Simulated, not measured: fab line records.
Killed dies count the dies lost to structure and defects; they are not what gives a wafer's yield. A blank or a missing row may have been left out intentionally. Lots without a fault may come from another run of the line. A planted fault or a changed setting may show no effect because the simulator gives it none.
A lot that was struck, set against a sound lot / flow nandHarc / 15 out of 1159 route steps
Sound: these wafers, L611.2, L611.3, L611.6. Struck: wafers L612.1, L612.2, L612.6. Last of all comes the cause.
Each step with rows lists, per side, the tool, then ch with its chambers, then its first start. Under that, the readings that differ: sound wafers / struck wafers / difference of the means / sigmas: that difference in standard deviations of wafers without a fault.
alike: readings with means less than 2 such deviations apart, plus words and numbers identical on both sides. not compared: withheld readings, readings lacking a value on some wafer, bounds such as >300 that could conceal the same value, and numbers that have no deviation in the record and whose values overlap.
A row with sigmas, a row that says differs or no value, or rows on one side alone: a step with any of these is where the two part. Numbers that have no deviation but don't overlap get no sigmas and don't part them. Lack of a reading on every wafer of one side parts them only where that side has two or more wafers.

first, 9 steps without rows for these wafers: NHARC_P_ZERO_WELL_STRIP_15 (strips in SPM, time 900 s); NHARC_P_ZERO_WELL_DEHYDRATE_16 (time 120 s); NHARC_P_ZERO_WELL_HMDS_17 (time 30 s); NHARC_P_ZERO_WELL_COAT_18; NHARC_P_ZERO_WELL_SOFTBAKE_19 (time 95 s); NHARC_P_ZERO_WELL_EBR_20; NHARC_P_ZERO_WELL_EXPOSE_21 (exposes mask P NWELL, target cd 720 nm); NHARC_P_ZERO_WELL_PEB_22 (peb time 85 s); NHARC_P_ZERO_WELL_DEVELOP_23 (time 70 s).
NHARC_P_ZERO_WELL_CD_MEAS_24: the cd target is 720 nm.
  sound on cdSem-02 ch 0, day 2 02:29; struck on cdSem-03 ch 0, day 2 08:29
  alike: cdNm
then, 1 step without rows for these wafers: NHARC_P_ZERO_WELL_HARDBAKE_25 (time 80 s).
NHARC_P_ZERO_WELL_DESCUM_26: chemistry O2, time 3 s.
  sound on rieDiel-02 ch 2,3, day 2 02:40; struck on rieDiel-07 ch 1,2,3, day 2 08:39
  alike: drypumpMotorCurrentA, oesProductAu, rfVppV, showerheadPlenumPTorr, throttleValvePct
  not compared: rfHoursCounterH
NHARC_P_ZERO_WELL_IMPLANT_27:
  sound on implanter-01 ch 0, day 2 02:49; struck on implanter-02 ch 0, day 2 09:14
  alike: beamOnS, endStationPressureTorr
then, 2 steps without rows for these wafers: NHARC_P_ZERO_WELL_IMPLANT_57; NHARC_END_SORT_01.

== WHERE THEY PART ==
Nowhere in this record.

WHY: what the simulator had put in
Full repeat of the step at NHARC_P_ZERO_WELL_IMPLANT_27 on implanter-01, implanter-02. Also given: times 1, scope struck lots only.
